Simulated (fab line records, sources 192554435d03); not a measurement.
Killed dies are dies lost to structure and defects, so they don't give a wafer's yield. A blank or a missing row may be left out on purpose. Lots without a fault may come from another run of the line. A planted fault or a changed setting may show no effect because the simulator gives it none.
fab line records | flow n5_finfet
record lots=14 wafers=42 last_day=17
route steps=1938 shown BEOL_M0_SAQP@698 BEOL_M0_CUTY@707 BEOL_M0@715
lots that met no fault: from a run of the same line without faults
start_h: hours from the record's first day to the start of the lot's first wafer shown | wait_h: hours since the lot's step before | " the same as in the row above | L1.1+2: a row that stands for several wafers | - no value, or no start given | * or withheld: withheld | < > ~ a bound
route shown NAME@n: a module of which the file shows steps, and the number in the route of the first | usual: mean/standard deviation of fault-free wafers | same: alike in all rows | chamber/n: place in a boat | sites: the reading at each site | _std_site: their standard deviation | _edge_site: outer sites' mean less inner sites' | radius_mm: how far each site lies from the wafer's centre | mask NAME#n: copy n | behind: the tool/chamber that last shaped the wafer | hold: why the lot was held/for how many hours/how that ended | device: the transistor (n, p or np) that didn't switch | end of line: the same wafers' tests at the end of the route | a step without rows: its recipe alone | killed: dies lost to structure and defects at the first sort, not the wafer's yield | map: a wafer's dies, x killed, . not, _ none there
set.NAME: the setting as run; set.NAME@STEP: as run at that earlier step | model.NAME: the simulator's own value behind a step, which no gauge read
steps of the route over a sample of lots; a table a step, a row a wafer
services: from which hour (start_h, from the record's first day; less than 0 if before it) a tool's chamber was out of use, for how many hours, and why
## steps
# step N5_BEOL_M0_SAQP_ALD_48
# recipe material=SiO2 target_thk_a=200 temp_c=100 ald_precursor_family=BDEAS ald_co_reactant=O2-plasma pulse_time_s=1 co_reactant_pulse_time_s=1 purge_time_s=2 co_reactant_purge_time_s=2 ald_cycles=139 pressure_torr=2
# usual heater_power_w=78/10 precursor_pulse_height_rel=1.001/0.019
# same co_reactant_purge_time_s=2
# columns lot.wafer tool chamber start_h wait_h heater_power_w precursor_pulse_height_rel since_wet_clean_h
L130.1 ald_sin-03 1 114.71 0.0 87 1.019 304
L130.4 " 0 " " 83 0.987 304
L130.5 " 0 " " 82 1.008 -
L132.3 ald_sin-03 3 124.84 0.2 82 1.045 314
L132.4 " 1 " " 87 1.002 314
L132.6 " 1 " " 85 0.993 -
L134.2 ald_sin-01 2 136.57 0.3 82 1.007 37
L134.4 " 0 " " 96 1.006 37
L134.5 " 3 " " 62 1.015 -
L135.2 ald_sin-04 3 140.05 0.0 86 0.989 132
L135.3 " 2 " " 75 0.993 132
L135.5 " 2 " " 75 1.001 -
L136.1 ald_sin-01 3 144.49 0.2 62 1.041 45
L136.4 " 1 " " 78 0.990 45
L136.6 " 1 " " 79 0.995 -
L137.1 ald_sin-01 3 149.90 0.0 62 1.027 51
L137.3 " 2 " " 80 0.984 51
L137.6 " 2 " " 82 1.014 -
L143.2 ald_sin-04 2 196.60 0.0 74 0.959 189
L143.4 " 3 " " 86 1.015 189
L143.5 " 1 " " 67 0.986 -
L144.1 ald_sin-03 0 200.16 0.0 85 1.000 10
L144.2 " 3 " " 81 0.985 10
L144.5 " 2 " " 74 1.019 -
L147.1 ald_sin-04 2 214.78 0.0 72 1.012 207
L147.2 " 3 " " 86 0.968 207
L147.4 " 1 " " 68 1.013 207
L148.2 ald_sin-03 1 223.48 0.0 81 0.984 33
L148.4 " 2 " " 73 0.999 33
L148.5 " 3 " " 80 1.015 -
L149.1 ald_sin-01 1 225.68 0.0 79 0.988 127
L149.4 " 2 " " 82 1.002 127
L149.5 " 2 " " 82 0.985 -
L150.1 ald_sin-03 3 231.07 0.1 78 1.002 40
L150.2 " 2 " " 74 0.988 40
L150.3 " 1 " " 81 0.980 40
L152.3 ald_sin-01 2 241.00 0.6 79 1.015 142
L152.4 " 1 " " 79 1.008 142
L152.5 " 2 " " 82 1.001 -
L153.4 ald_sin-04 0 255.42 0.2 72 0.980 248
L153.5 " 0 " " 73 0.983 -
L153.6 " 3 " " 86 0.980 -
# step N5_BEOL_M0_SAQP_STRIP_75
# recipe chemistry=CF4 resist=SiARC power_w=300 bias_power_w=75 pressure_mtorr=50 cf4_flow_sccm=150 rf_frequency_hz=6e+07
# usual drypump_motor_current_A=5.7/0.52 oes_product_au=0.184/0.019 rf_vpp_V=272.1/1.5 showerhead_plenum_p_Torr=1.84/0.051 throttle_valve_pct=13.50/0.24
# columns lot.wafer tool chamber start_h wait_h drypump_motor_current_A oes_product_au rf_hours_counter_h rf_vpp_V showerhead_plenum_p_Torr throttle_valve_pct
L130.1 rie_diel-03 2 115.34 0.1 6.0 0.174 170 272.8 1.86 13.65
L130.4 " 2 " " 5.9 0.174 - 272.2 1.86 13.64
L130.5 " 1 " " 5.9 0.168 - 272.8 1.86 13.67
L132.3 rie_diel-03 2 125.46 0.1 6.0 0.171 174 272.4 1.86 13.67
L132.4 " 1 " " 5.9 0.168 169 273.5 1.86 13.68
L132.6 " 2 " " 6.0 0.172 - 272.5 1.86 13.66
L134.2 rie_diel-03 0 137.20 0.1 5.3 0.171 159 273.2 1.86 13.29
L134.4 " 3 " " 5.7 0.212 13 272.0 1.84 13.35
L134.5 " 3 " " 5.7 0.217 - 273.0 1.84 13.38
L135.2 rie_diel-03 3 141.04 0.1 5.7 0.209 14 273.5 1.84 13.38
L135.3 " 1 " " 5.9 0.178 173 273.7 1.86 13.68
L135.5 " 2 " " 6.0 0.168 - 273.9 1.86 13.67
L136.1 rie_diel-06 3 145.11 0.1 6.2 0.227 11 271.8 1.84 12.97
L136.4 " 1 " " 5.9 0.214 4 271.5 1.83 13.19
L136.6 " 0 " " 5.0 0.204 - 272.9 1.89 13.32
L137.1 rie_diel-01 3 150.52 0.1 5.7 0.195 51 268.6 1.76 13.34
L137.3 " 0 " " 6.6 0.176 159 271.5 1.86 13.54
L137.6 " 1 " " 5.0 0.208 - 274.9 1.91 13.38
L143.2 rie_diel-03 2 197.46 0.1 6.0 0.168 195 273.7 1.86 13.70
L143.4 " 0 " " 5.3 0.169 - 272.6 1.85 13.34
L143.5 " 2 " " 6.0 0.164 - 272.6 1.86 13.71
L144.1 rie_diel-01 3 200.79 0.1 5.7 0.187 69 271.0 1.75 13.39
L144.2 " 0 " " 6.7 0.172 175 273.6 1.86 13.57
L144.5 " 2 " " 5.4 0.161 - 273.8 1.84 13.83
L147.1 rie_diel-01 0 215.41 0.1 6.6 0.176 179 271.0 1.86 13.59
L147.2 " 1 " " 5.0 0.198 44 274.4 1.90 13.44
L147.4 " 3 " " 5.7 0.197 73 271.2 1.75 13.39
L148.2 rie_diel-01 2 224.11 0.1 5.4 0.157 241 271.1 1.84 13.84
L148.4 " 1 " " 5.0 0.202 46 274.3 1.90 13.45
L148.5 " 2 " " 5.4 0.157 - 270.6 1.84 13.84
L149.1 rie_diel-01 0 226.31 0.1 6.7 0.166 182 272.9 1.86 13.57
L149.4 " 3 " " 5.7 0.194 77 271.2 1.75 13.40
L149.5 " 0 " " 6.6 0.174 - 272.0 1.86 13.60
L150.1 rie_diel-01 3 231.70 0.1 5.7 0.192 78 270.6 1.75 13.40
L150.2 " 2 " " 5.4 0.158 243 272.4 1.84 13.85
L150.3 " 0 " " 6.7 0.169 184 270.0 1.86 13.60
L152.3 rie_diel-01 0 241.62 0.1 6.7 0.175 186 271.8 1.85 13.59
L152.4 " 3 " " 5.7 0.195 82 269.6 1.75 13.40
L152.5 " 1 " " 5.0 0.192 - 273.7 1.90 13.44
L153.4 rie_diel-06 0 256.05 0.1 5.0 0.191 73 271.2 1.88 13.39
L153.5 " 3 " " 6.2 0.198 - 271.5 1.83 13.04
L153.6 " 0 " " 5.0 0.194 - 272.9 1.88 13.40
# step N5_BEOL_M0_CUTY_DEVELOP_56
# recipe develop_time_s=30 developer=TMAH resist=CAR-ArF-block rinse_liquid=diw dry=air_spin dev_temp_c=23
# usual chill_plate_temp_C=23.00/0.098 develop_time_s=30/0
# columns lot.wafer tool chamber start_h wait_h chill_plate_temp_C develop_time_s
L130.1 litho_track-02 0 115.54 - 23.02 30
L130.4 " 0 " " 23.17 30
L130.5 " 0 " " 22.99 30
L132.3 litho_track-02 0 125.80 - 23.02 30
L132.4 " 0 " " 22.81 30
L132.6 " 0 " " 22.85 30
L134.2 litho_track-01 0 137.53 - 23.10 30
L134.4 " 0 " " 23.03 30
L134.5 " 0 " " 22.93 30
L135.2 litho_track-03 - 141.25 - - -
L135.3 " - " " - -
L135.5 " - " " - -
L136.1 litho_track-01 - 145.45 - - -
L136.4 " - " " - -
L136.6 " - " " - -
L137.1 litho_track-01 0 150.73 - 23.00 30
L137.3 " 0 " " 23.08 30
L137.6 " 0 " " 22.99 30
L143.2 litho_track-03 0 197.67 - 23.00 30
L143.4 " 0 " " 22.98 30
L143.5 " 0 " " 22.93 30
L144.1 litho_track-03 0 201.12 - 23.01 30
L144.2 " 0 " " 22.88 30
L144.5 " 0 " " 23.15 30
L147.1 litho_track-03 0 215.74 - 23.06 30
L147.2 " 0 " " 23.04 30
L147.4 " 0 " " 23.03 30
L148.2 litho_track-01 0 224.44 - 22.78 30
L148.4 " 0 " " 22.96 30
L148.5 " 0 " " 22.97 30
L149.1 litho_track-03 0 226.52 - 22.93 30
L149.4 " 0 " " 22.92 30
L149.5 " 0 " " 22.80 30
L150.1 litho_track-01 0 232.03 - 22.98 30
L150.2 " 0 " " 23.04 30
L150.3 " 0 " " 23.14 30
L152.3 litho_track-01 0 241.96 - 23.05 30
L152.4 " 0 " " 22.88 30
L152.5 " 0 " " 23.15 30
L153.4 litho_track-02 0 256.38 - 23.07 30
L153.5 " 0 " " 23.10 30
L153.6 " 0 " " 23.07 30
# step N5_BEOL_M0_ETCH_138
# recipe chemistry=CH3F/O2 target_depth_a=120 target=SiCN time_s=31.6 ion_energy_ev=120 pressure_mtorr=30 source_w=395 bias_w=75 Ar_flow_sccm=150 CH3F_flow_sccm=30 O2_flow_sccm=20 ends=cleared
# usual drypump_motor_current_A=5.7/0.48 etch_rf_on_time_s=29.0/0.83 oes_product_au=0.70/0.068 rf_vpp_V=297.1/1.7 showerhead_plenum_p_Torr=1.99/0.077 throttle_valve_pct=16.25/0.2
# columns lot.wafer tool chamber start_h wait_h drypump_motor_current_A etch_rf_on_time_s oes_product_au rf_hours_counter_h rf_vpp_V showerhead_plenum_p_Torr throttle_valve_pct
L130.1 rie_diel-04 3 116.14 0.0 5.0 27.8 0.76 35 297.8 2.03 16.19
L130.4 " 1 " " 5.9 28.9 0.74 52 296.0 1.95 16.32
L130.5 " 2 " " 6.0 28.6 0.78 - 299.1 2.03 15.87
L132.3 rie_diel-05 0 126.39 0.0 5.7 28.8 0.69 107 297.9 2.10 16.37
L132.4 " 3 " " 5.6 29.3 0.79 8 297.8 1.96 16.36
L132.6 " 3 " " 5.6 29.5 0.79 - 295.1 1.96 16.38
L134.2 rie_diel-02 3 138.00 0.0 5.3 28.3 0.72 58 297.0 2.04 16.18
L134.4 " 2 " " 5.6 28.6 0.80 28 300.2 2.13 16.34
L134.5 " 1 " " 5.9 28.0 0.63 - 294.1 1.91 16.40
L137.1 rie_diel-02 1 151.15 0.0 5.9 29.5 0.62 180 296.6 1.91 16.41
L137.3 " 3 " " 5.3 28.9 0.71 63 296.6 2.03 16.19
L137.6 " 1 " " 5.9 29.5 0.62 - 296.4 1.91 16.41
L143.2 rie_diel-04 2 198.58 0.0 6.0 28.2 0.75 50 296.8 2.03 15.93
L143.4 " 0 " " 5.1 30.6 0.61 - 295.1 1.89 16.42
L143.5 " 2 " " 6.0 28.8 0.76 - 298.8 2.02 15.92
L144.1 rie_diel-04 0 201.49 0.0 5.0 29.7 0.60 227 295.3 1.89 16.42
L144.2 " 1 " " 5.9 28.2 0.70 85 295.6 1.94 16.38
L144.5 " 1 " " 5.8 29.0 0.70 - 295.8 1.94 16.38
L147.1 rie_diel-02 3 216.15 0.0 5.3 28.4 0.68 84 297.4 2.03 16.24
L147.2 " 1 " " 6.0 28.1 0.60 203 294.8 1.91 16.46
L147.4 " 1 " " 5.9 28.7 0.60 - 294.9 1.91 16.44
L148.2 rie_diel-05 2 225.13 0.0 5.8 29.6 0.78 15 297.6 1.97 16.03
L148.4 " 3 " " 5.6 30.1 0.73 47 296.5 1.94 16.43
L148.5 " 1 " " 5.9 29.7 0.69 - 297.5 2.02 15.87
L149.1 rie_diel-04 2 226.88 0.0 6.0 28.5 0.74 60 297.3 2.02 15.93
L149.4 " 3 " " 5.0 29.1 0.70 80 297.7 2.02 16.30
L149.5 " 2 " " 6.0 28.7 0.73 - 298.1 2.02 15.93
L150.1 rie_diel-02 3 232.45 0.0 5.3 27.0 0.68 93 298.3 2.02 16.25
L150.2 " 2 " " 5.6 27.1 0.75 62 298.7 2.12 16.40
L150.3 " 1 " " 5.8 27.5 0.60 211 294.9 1.90 16.47
L152.3 rie_diel-02 2 242.67 0.0 5.6 28.5 0.75 66 299.5 2.12 16.40
L152.4 " 3 " " 5.3 29.1 0.68 97 298.6 2.02 16.26
L152.5 " 3 " " 5.3 30.0 0.69 - 298.3 2.02 16.24
L153.4 rie_diel-05 1 256.74 0.0 5.9 30.5 0.68 93 296.0 2.01 15.89
L153.5 " 3 " " 5.6 29.4 0.71 - 296.7 1.94 16.48
L153.6 " 2 " " 5.8 29.6 0.76 - 297.3 1.96 16.04
## services
# columns tool chamber start_h hours kind
rie_diel-03 3 110.81 7.3 repair
rie_diel-04 2 121.14 23.0 repair
rie_diel-05 0 131.14 2.1 repair
rie_diel-03 0 139.33 1.5 repair
rie_diel-04 0 140.08 11.9 repair
rie_diel-01 2 145.18 8.5 repair
rie_diel-02 2 148.16 3.1 repair
rie_diel-01 3 163.44 4.6 repair
rie_diel-04 0 167.44 22.2 repair
rie_diel-04 - 173.55 2.8 pm
ald_sin-03 - 176.75 14.0 pm
rie_diel-06 2 178.70 3.8 repair
rie_diel-01 0 184.02 9.1 repair
rie_diel-01 2 185.47 12.7 repair
rie_diel-02 - 192.50 0.7 repair
rie_diel-04 1 193.71 6.3 repair
rie_diel-03 3 194.87 4.1 repair
rie_diel-02 0 201.88 9.7 repair
rie_diel-03 3 202.36 63.7 repair
ald_sin-01 3 215.61 1.5 repair
ald_sin-01 1 226.76 4.4 repair
rie_diel-04 0 233.87 4.2 repair
ald_sin-01 3 235.97 3.8 repair
rie_diel-04 2 248.81 4.0 repair
## key
first_sign step=N5_BEOL_M0_CUTY_DEVELOP_56 reading=tool_record direction=missing
effect none on later readings
met_at N5_BEOL_M0_CUTY_DEVELOP_56
struck_lots L135,L136
later_rows_left_out L135.2,L135.3,L135.5,L136.1,L136.4,L136.6
sort_left_out L135.2,L135.3,L135.5,L136.1,L136.4,L136.6
not_acting_at N5_BEOL_M0_SAQP_ALD_48,N5_BEOL_M0_SAQP_STRIP_75,N5_BEOL_M0_ETCH_138
onset_between 137.53 141.25
fault kind=skipped_step_whole tool=litho_track-01,litho_track-03 chamber=- onset_h=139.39 steps=N5_BEOL_M0_CUTY_DEVELOP_56 scope=struck_lots_only
# sort_left_out: the simulated sort isn't trusted on such a fault, so these wafers' sort isn't shown, and their yield isn't known
# later_rows_left_out: the simulator's readings of these wafers behind a module that went badly wrong aren't trusted and aren't shown, but for the sort
